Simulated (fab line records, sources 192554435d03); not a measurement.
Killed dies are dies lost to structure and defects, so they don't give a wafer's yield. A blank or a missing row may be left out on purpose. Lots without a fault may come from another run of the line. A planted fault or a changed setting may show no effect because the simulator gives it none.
Chamber matching | flow n5_finfet | N5_BEOL_M9_CMP_52 on cmp-03: 4 sister chambers
The step polishes, stops on SiCOH lowk, t overpolish 7 s, target thk 140 nm. 8 wafers are shown with their chamber, then 10 later ones without.

WAFERS WITH THEIR CHAMBER
wafer  | chamber | motor_current_A (A) | time_to_endpoint_s (s)
L080.3 | 1       | 5.2                 | 74
L082.3 | 1       | 5.4                 | 71
L083.2 | 2       | 6.1                 | 71
L088.1 | 3       | 5.8                 | 63
L088.5 | 3       | 5.8                 | 65
L088.6 | 0       | 7.8                 | 70
L090.2 | 2       | 6.1                 | 69
L090.4 | 0       | 8.0                 | 65

WAFERS WITHOUT THEIR CHAMBER
wafer  | motor_current_A (A) | time_to_endpoint_s (s)
L090.5 | 5.6                 | 67
L093.1 | 7.4                 | 67
L093.3 | 5.9                 | 63
L093.4 | 5.3                 | 74
L095.4 | 6.1                 | 68
L095.5 | 7.6                 | 68
L095.6 | 5.3                 | 77
L097.1 | 5.7                 | 70
L097.4 | 5.2                 | 78
L097.5 | 6.0                 | 71

WHICH CHAMBER EACH WENT THROUGH
wafer  | from the rows above          | in truth
L090.5 | can't be placed: 3 or 1      | 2
L093.1 | 0                            | 0
L093.3 | 3                            | 3
L093.4 | 1                            | 1
L095.4 | 2                            | 2
L095.5 | 0                            | 0
L095.6 | 1                            | 1
L097.1 | can't be placed: 3 or 2 or 1 | 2
L097.4 | 1                            | 1
L097.5 | 2                            | 2
Placed correctly: 8 of 10. Can't be placed from these rows: 2 (the true chamber is among the candidates in 1). Placed wrongly: 0.
How it was worked out, from the rows above alone: a wafer's distance from a chamber is the root of the sum, over the readings, of the square of ((its reading less the chamber's mean) divided by the reading's scatter). The wafer belongs to the nearest chamber; if the next one is less than 2 further off, it can't be placed. A chamber's mean is the mean of its shown wafers. The scatter: the root of (the sum of the squares of (reading less its chamber's mean) over the shown wafers, divided by (wafers less chambers)).
